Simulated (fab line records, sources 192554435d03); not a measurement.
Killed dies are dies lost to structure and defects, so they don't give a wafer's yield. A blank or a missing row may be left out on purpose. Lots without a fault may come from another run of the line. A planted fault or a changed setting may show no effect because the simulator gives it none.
A struck lot beside a sound one | flow n5_finfet | 16 steps out of a route of 1938
Sound: wafers L273.2, L273.3, L273.6. Struck: wafer L282.3. (L282.1, L282.4 of the same lot were not struck and are left out.) The cause comes at the end.
At each step with rows: each side's tool, then ch and its chambers, then its first start. Under that, the readings that differ: sound wafers | struck wafers | difference of the means | sigmas: that difference in standard deviations of wafers without a fault.
alike: readings whose means differ by less than 2 such deviations, and words and numbers that are the same on both sides. not compared: withheld readings, readings that some wafer has no value for, bounds like >300 that may hide the same value, and numbers for which the record gives no deviation and whose values overlap.
The two part at a step that has a row with sigmas, a row that says differs or no value, or rows on one side only. Numbers that don't overlap but have no deviation are shown without sigmas and don't part them. A reading that every wafer of one side lacks parts them only if that side has two wafers or more.

first, 8 steps without rows for these wafers: N5_BEOL_M0_SAQP_COAT_72 (time 60 s, resist thk 15 nm); N5_BEOL_M0_SAQP_COAT_87 (time 60 s, resist thk 5 nm); N5_BEOL_M0_SAQP_COAT_34 (resist thk 30 nm); N5_BEOL_M0_SAQP_EBR_36; N5_BEOL_M0_SAQP_SOFTBAKE_35 (time 60 s); N5_BEOL_M0_SAQP_EXPOSE_37 (exposes mask M0 CUT1, target cd 30 nm); N5_BEOL_M0_SAQP_PEB_38 (peb time 60 s); N5_BEOL_M0_SAQP_DEVELOP_39 (develop time 30 s).
N5_BEOL_M0_SAQP_CD_MEAS_40: target cd 30 nm.
  sound on cd_sem-01 ch 0, day 8 15:48; struck on cd_sem-02 ch 0, day 10 14:05
  alike: cd_nm
N5_BEOL_M0_SAQP_OVL_MEAS_41:
  sound on overlay-02 ch 0, day 8 15:50; struck on overlay-02 ch 0, day 10 14:07
  alike: M0_CUT1_OVL
N5_BEOL_M0_SAQP_INSPECT_42: inspects for defects (brightfield).
  sound on defect_inspect-02, day 8 15:53; struck on defect_inspect-01, day 10 14:11
  alike: raw_defect_count
N5_BEOL_M0_SAQP_DESCUM_45: chemistry O2, time 7 s.
  sound on rie_diel-06 ch 2,3, day 8 15:55; struck on rie_diel-06 ch 2, day 10 14:31
  alike: drypump_motor_current_A, oes_product_au, rf_vpp_V, showerhead_plenum_p_Torr, throttle_valve_pct
  not compared: rf_hours_counter_h
N5_BEOL_M0_SAQP_ETCH_88: etches underlayer in N2/H2, target depth 6.5 nm, time 5.2 s.
  sound on rie_diel-06 ch 2,3, day 8 15:58; struck on rie_diel-06 ch 2, day 10 14:33
  reading               | sound             | struck | difference | sigmas
  etch_rf_on_time_s (s) | 5.28 5.04 5.27    | 4.27   | -0.93      | -11
  oes_product_au (a.u.) | 0.61 0.81 0.61    | 0.87   | +0.19      | +3
  rf_fwd_power_W (W)    | 821.8 823.3 822.1 | 1020.9 | +198.5     | +76
  rf_vpp_V (V)          | 518.8 525.3 520.8 | 488.6  | -33.0      | -14
  alike: drypump_motor_current_A, h2_flow_sccm, showerhead_plenum_p_Torr, throttle_valve_pct
  not compared: rf_hours_counter_h
N5_BEOL_M0_SAQP_ETCH_73: etches SiARC in CF4, target depth 19.5 nm, time 32.5 s.
  sound on rie_diel-06 ch 2,3, day 8 15:58; struck on rie_diel-06 ch 2, day 10 14:34
  reading               | sound          | struck | difference | sigmas
  etch_rf_on_time_s (s) | 33.1 31.6 33.1 | 31.5   | -1.1       | -2
  alike: drypump_motor_current_A, oes_product_au, rf_fwd_power_W, rf_vpp_V, showerhead_plenum_p_Torr, throttle_valve_pct
  not compared: rf_hours_counter_h
-- the record jumps here: 4 days lie between the struck wafers' starts before and after (it left off in module BEOL_M0_SAQP and takes up again in module BEOL_M4, whose first step shown is number 1111 of the route) --
N5_BEOL_M4_RC_MEAS_101:
  sound on prober-02 ch 0, day 12 00:50; struck on prober-02 ch 0, day 14 03:20
  alike: DIBL_N, DIBL_P, IOFF_N, IOFF_P, ION_N, ION_P, SS_N, SS_P, VT_N, VT_P
then, 1 step without rows for these wafers: N5_PASSIVATION_PROBE_49.

WHERE THEY PART
First at N5_BEOL_M0_SAQP_ETCH_88; last, within this record, at N5_BEOL_M0_SAQP_ETCH_73. Later steps at which nothing parts them and some readings are alike: N5_BEOL_M4_RC_MEAS_101.

WHY: what the simulator had put in
Process parameter drift: rie_diel-06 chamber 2, from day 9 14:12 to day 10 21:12, at N5_BEOL_M0_SAQP_ETCH_88. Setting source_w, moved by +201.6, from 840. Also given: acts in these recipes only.
